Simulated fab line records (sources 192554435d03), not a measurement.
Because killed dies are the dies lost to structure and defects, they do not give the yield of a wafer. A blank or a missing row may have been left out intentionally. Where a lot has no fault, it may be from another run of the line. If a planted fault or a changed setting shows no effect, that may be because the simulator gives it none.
Matching of chambers -- flow n5-finfet -- N5_DUMMY_GATE_TRIM_49 on rie-si-04 has 4 sister chambers
The step chemistry O2, time 29 s, target cd 14 nm. 8 wafers are shown with their chamber, then 7 later ones without.

## EACH WAFER AND ITS CHAMBER
wafer,chamber,throttle-valve-pct (%),oes-product-au (a.u.)
L861.3,2,8.10,0.993
L862.3,2,8.11,1.006
L862.6,0,8.47,0.979
L865.2,3,8.34,0.996
L865.4,0,8.49,0.977
L865.6,1,8.20,0.987
L873.1,3,8.33,0.984
L873.3,1,8.20,0.989

## WAFERS WITHOUT THEIR CHAMBER
wafer,throttle-valve-pct (%),oes-product-au (a.u.)
L873.4,8.47,0.983
L880.2,8.09,1.004
L880.3,8.50,0.988
L880.5,8.36,0.991
L881.2,8.35,0.983
L881.4,8.21,0.977
L881.5,8.21,0.986

## EACH ONE'S CHAMBER
wafer,from the rows above,in truth
L873.4,0,0
L880.2,2,2
L880.3,0,0
L880.5,3,3
L881.2,3,3
L881.4,1,1
L881.5,1,1
7 of 7 placed correctly. Can't be placed from these rows: 0. Wrongly placed: 0.
How it was worked out, from the rows above alone: a wafer's distance from a chamber is the root of the sum, over the readings, of the square of ((its reading less the chamber's mean) divided by the reading's scatter). If the next closest chamber is less than 2 further off than the closest, the wafer can't be placed; otherwise it belongs to the closest. The mean given for a chamber averages the wafers shown for that chamber. How the scatter is found: for the shown wafers, subtract from each reading the mean of its chamber, square and add these, divide the total by (wafers less chambers), then take the root.
